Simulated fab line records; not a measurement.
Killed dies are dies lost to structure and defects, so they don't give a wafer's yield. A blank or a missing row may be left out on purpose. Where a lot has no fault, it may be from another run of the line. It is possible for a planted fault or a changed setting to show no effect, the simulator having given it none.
Check of tool commonality	flow nand_harc	Sample size 13 lots and 38 wafers

WHAT PROMPTED THE OPENING
Flagged at NHARC_END_SORT_01: reading killed_at_array, on 2 of 13 lots. No-fault wafers: 26, standard deviation 11.
Rule: a lot gets a flag if all its wafers with a number sit over 4 standard deviations from that mean, or if no wafer of it has a number. The rest of the lots are taken to be sound.

lot	measured	on	killed_at_array, wafer by wafer	flag
L446	day 22 09:58	prober-02	33 38 32	
L447	day 22 17:03	prober-01	23 35 31	
L448	day 23 00:46	prober-01	16 14 17	
L452	day 23 08:41	prober-02	28 39 18	
L449	day 23 16:25	prober-01	24 19 24	
L453	day 24 00:25	prober-02	674 673 665	FLAGGED
L458	day 24 08:00	prober-01	31 44 36	
L454	day 24 08:08	prober-02	673 671	FLAGGED
L459	day 24 23:32	prober-01	37 28 40	
L465	day 25 09:01	prober-01	34 17 30	
L464	day 25 18:58	prober-02	28 53 49	
L467	day 25 23:50	prober-01	17 17 19	
L468	day 26 06:52	prober-01	15 15 20	
The mean of the flagged lots' numbers is 671, +645 from the usual (+59 standard deviations).

WHICH TOOL RAN EACH LOT
The record holds 4 process steps before the reading, out of a route of 1159 steps. Cell contents, in order: the tool; ch with the chambers the sampled wafers went through; the start.
lot	flag	NHARC_A_SLIT_DEP_00	NHARC_THIN_TSV_DEGAS_49	NHARC_THIN_TSV_CMP_21	NHARC_THIN_TSV_ETCH_59
L446		acl_dep-02 ch 0, day 14 01:16	pvd_sputter-02, day 21 17:02	cmp-03 ch 0,1,2, day 21 19:13	rie_metal-01 ch 0,1, day 21 22:17
L447		acl_dep-03 ch 0, day 14 12:56	pvd_sputter-02, day 21 19:50	cmp-04 ch 0,3, day 21 22:26	rie_metal-03 ch 0,1, day 22 03:29
L448		acl_dep-02 ch 0, day 14 12:19	pvd_sputter-02, day 21 21:08	cmp-04 ch 0,1, day 21 23:33	rie_metal-02 ch 0,1, day 22 05:05
L452		acl_dep-01 ch 0, day 16 04:41	pvd_sputter-02, day 22 02:17	cmp-03 ch 0,1,3, day 22 05:37	rie_metal-02 ch 0,1, day 22 07:35
L449		acl_dep-02 ch 0, day 15 04:32	pvd_sputter-02, day 21 23:49	cmp-03 ch 0,2,3, day 22 04:41	rie_metal-02 ch 0,1, day 22 06:45
L453	FLAGGED	acl_dep-02 ch 0, day 16 19:16	no row	no row	no row
L458		acl_dep-03 ch 0, day 17 09:11	pvd_sputter-02, day 22 07:31	cmp-04 ch 0,1,3, day 22 09:07	rie_metal-03 ch 0,1, day 22 10:59
L454	FLAGGED	acl_dep-02 ch 0, day 16 21:16	no row	no row	no row
L459		acl_dep-01 ch 0, day 17 20:31	pvd_sputter-03, day 22 23:56	cmp-03 ch 0,2,3, day 23 01:33	rie_metal-03 ch 0,1, day 23 03:34
L465		acl_dep-01 ch 0, day 19 01:56	pvd_sputter-03, day 23 11:37	cmp-02 ch 0,3, day 23 13:07	rie_metal-03 ch 0,1, day 23 15:05
L464		acl_dep-03 ch 0, day 19 00:41	pvd_sputter-03, day 23 16:32	cmp-02 ch 1,2,3, day 23 18:07	rie_metal-02 ch 0,1, day 23 19:59
L467		acl_dep-01 ch 0, day 19 10:11	pvd_sputter-01, day 24 01:05	cmp-03 ch 1,2, day 24 02:43	rie_metal-03 ch 0,1, day 24 04:40
L468		acl_dep-03 ch 0, day 20 08:17	pvd_sputter-01, day 24 16:54	cmp-04 ch 1,2, day 24 18:28	rie_metal-03 ch 0,1, day 24 20:16
What the steps here do:
- NHARC_A_SLIT_DEP_00: deposits aC, target thk 3200 nm.
- NHARC_THIN_TSV_DEGAS_49: time 120 s.
- NHARC_THIN_TSV_CMP_21: polishes, t overpolish 30 s, target thk 2000 nm.
- NHARC_THIN_TSV_ETCH_59: etches the open film in Cl2/BCl3, target depth 880 nm, time 138.1 s.
- NHARC_END_SORT_01

FLAGGED OVER TOTAL, TOOL BY TOOL (the gauges that took the reading come last)
step	tool	lots run	flagged	share of the flagged lots	sound lots run after its first flagged lot
NHARC_A_SLIT_DEP_00	acl_dep-01	4	0	none	-
NHARC_A_SLIT_DEP_00	acl_dep-02	5	2	all	0
NHARC_A_SLIT_DEP_00	acl_dep-03	4	0	none	-
NHARC_THIN_TSV_DEGAS_49	pvd_sputter-01	2	0	none	-
NHARC_THIN_TSV_DEGAS_49	pvd_sputter-02	6	0	none	-
NHARC_THIN_TSV_DEGAS_49	pvd_sputter-03	3	0	none	-
NHARC_THIN_TSV_CMP_21	cmp-02	2	0	none	-
NHARC_THIN_TSV_CMP_21	cmp-03	5	0	none	-
NHARC_THIN_TSV_CMP_21	cmp-04	4	0	none	-
NHARC_THIN_TSV_ETCH_59	rie_metal-01	1	0	none	-
NHARC_THIN_TSV_ETCH_59	rie_metal-02	4	0	none	-
NHARC_THIN_TSV_ETCH_59	rie_metal-03	6	0	none	-
NHARC_END_SORT_01	prober-01	8	0	none	-
NHARC_END_SORT_01	prober-02	5	2	all	1 (L464)

WHAT THE TABLE PERMITS
acl_dep-02 at NHARC_A_SLIT_DEP_00 and prober-02 at NHARC_END_SORT_01 are the 2 rows of the table that ran each flagged lot.
- acl_dep-02 at NHARC_A_SLIT_DEP_00: 2 of its 5 lots flagged. Last sound lot L449 at day 15 04:32, first flagged lot L453 at day 16 19:16; a fault beginning in between fits.
- prober-02 at NHARC_END_SORT_01: 2 of its 5 lots flagged. Sound lots ran on it after the first flagged one (L464), which a lasting fault on the whole tool wouldn't allow.
acl_dep-02 at NHARC_A_SLIT_DEP_00 is the single tool remaining.

WHAT THE SIMULATOR HAD INSERTED
Process parameter drift: acl_dep-02, from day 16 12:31 on, at NHARC_A_SLIT_DEP_00. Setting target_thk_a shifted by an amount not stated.
Shown lots that were struck: L453, L454. Same finding as the rule above.
